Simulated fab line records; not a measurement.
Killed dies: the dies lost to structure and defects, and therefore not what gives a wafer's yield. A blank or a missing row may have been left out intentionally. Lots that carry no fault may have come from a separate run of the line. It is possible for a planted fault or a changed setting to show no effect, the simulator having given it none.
Split-lot study | flow n5 finfet | 21 wafers read across 7 lots, on a route 1938 steps long

ON THE SPLIT
At N5_BEOL_M13_TRENCH_ETCH_34 (etches SiOC in C4F8/O2/Ar, target depth 413.47 nm, time 162.6 s), the setting time s was moved away from the recipe's 162.6 s on 6 of the 21 wafers read, by -21.3% to +10.9%. The other wafers ran this setting at the recipe's value.

FROM THE SPLIT TO THE READING: what the file shows between them, 10 steps
- N5_BEOL_M13_STRIP_70: strips in C4F8/O2/Ar
- N5_BEOL_M13_OCD_MEAS_35
- N5_BEOL_M13_STRIP_37: strips in N2/H2
- N5_BEOL_M13_ETCH_38: etches SiCN in CF4/N2, target depth 67.5 nm, time 71.9 s
- N5_BEOL_M13_ECD_47: material Cu, target thk 936 nm
- N5_BEOL_M13_ANNEAL_48: time 90 s
- N5_BEOL_M13_CMP_49: polishes, stops on SiOC, t overpolish 17.1 s, target thk 420 nm
- N5_BEOL_M13_THK_MEAS_50: measures by xrf
- N5_BEOL_M13_PRE_CLEAN_52: time 15 s
- N5_BEOL_M13_DEP_53: deposits SiCN from 3MS/NH3, target thk 50 nm, time 17.8 s

THE READING
M13_RS in ohm/sq, measured at N5_BEOL_M13_RS_MEAS_54 by four-point-probe. Typical for fault-free wafers on this fab line: 0.0452 ohm/sq, with standard deviation 0.00089 ohm/sq.

wafer  | tool, chamber at the split | time s as run, s | against the recipe | M13_RS, ohm/sq | against lot-mates on the recipe
L085.1 | rie diel-03, 0             | 172.1            | +5.8%              | 0.0420         | -0.0035
L085.5 | rie diel-03, 3             | 162.6            | recipe             | 0.0464         | -
L085.6 | rie diel-03, 0             | 162.6            | recipe             | 0.0447         | -
L086.2 | rie diel-02, 3             | 162.6            | recipe             | 0.0449         | -
L086.3 | rie diel-02, 1             | 128              | -21.3%             | 0.0589         | +0.0140
L086.6 | rie diel-02, 0             | 128              | -21.3%             | 0.0575         | +0.0126
L087.1 | rie diel-02, 3             | 162.6            | recipe             | 0.0444         | -
L087.4 | rie diel-02, 1             | 162.6            | recipe             | 0.0451         | -
L087.5 | rie diel-02, 1             | 135.2            | -16.9%             | 0.0553         | +0.0106
L089.1 | rie diel-03, 0             | 162.6            | recipe             | 0.0444         | -
L089.3 | rie diel-03, 2             | 162.6            | recipe             | 0.0451         | -
L089.5 | rie diel-03, 0             | 162.6            | recipe             | 0.0443         | -
L093.1 | rie diel-05, 1             | 180.4            | +10.9%             | 0.0393         | -0.0067
L093.2 | rie diel-05, 3             | 162.6            | recipe             | 0.0460         | -
L093.4 | rie diel-05, 0             | 162.6            | recipe             | 0.0461         | -
L095.1 | rie diel-02, 1             | 162.6            | recipe             | 0.0450         | -
L095.2 | rie diel-02, 0             | 162.6            | recipe             | 0.0444         | -
L095.4 | rie diel-02, 3             | 162.6            | recipe             | 0.0449         | -
L096.1 | rie diel-03, 0             | 177.2            | +9.0%              | 0.0411         | -0.0048
L096.3 | rie diel-03, 1             | 162.6            | recipe             | 0.0450         | -
L096.4 | rie diel-03, 3             | 162.6            | recipe             | 0.0468         | -

FIT RESULTS
A straight line over all 21 wafers: M13_RS changes by -0.000589 ohm/sq for each +1% of time s; r = -0.99; the points scatter about the line by 0.00078 ohm/sq.
The same after taking each lot's own level away (the mean of its wafers on the recipe; 21 wafers): -0.000618 ohm/sq for each +1%; r = -0.99; scatter 0.00053 ohm/sq.
On that fit, the largest move of time s shifts the reading by 0.013 ohm/sq.
The span of the lots' own levels, 0.04460 to 0.04605 ohm/sq, comes to 1.6 times the standard deviation stated above.
The two slopes are in agreement: the lot-to-lot level therefore moves the slope only a little.
Check: for one of the wafers moved furthest among these (-21.3%), held out of the fit, the line's prediction against its lot-mates is +0.0128 ohm/sq. Against them it came out at +0.014 ohm/sq.

THE WHOLE CHAIN: every reading that the file lists as answering this split, in the file's order
step                       | what it does                                                    | reading                                                                       | change (the file's fit)               | r (the file's)
N5_BEOL_M13_TRENCH_ETCH_34 | etches SiOC in C4F8/O2/Ar, target depth 413.47 nm, time 162.6 s | etch.depth nm (the simulator's own value, which no gauge read)                | +4.71 nm for each +1% of the setting  | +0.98
N5_BEOL_M13_OCD_MEAS_35    |                                                                 | trench depth nm                                                               | +4.71 nm for each +1% of the setting  | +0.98
N5_BEOL_M13_CMP_49         | polishes, stops on SiOC, t overpolish 17.1 s, target thk 420 nm | Cu_of_BEOL_M13_ECD_47.thk nm (the simulator's own value, which no gauge read) | +4.76 nm for each +1% of the setting  | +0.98
N5_BEOL_M13_THK_MEAS_50    | measures by xrf                                                 | M13_THK                                                                       | +4.88 for each +1% of the setting     | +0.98
N5_BEOL_M13_RS_MEAS_54     | measures by four-point-probe                                    | M13_RS                                                                        | -0.000616 for each +1% of the setting | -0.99

THE FILE'S OWN FIT
M13_RS changes by -0.000616 ohm/sq for each +1% of time s, r = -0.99.
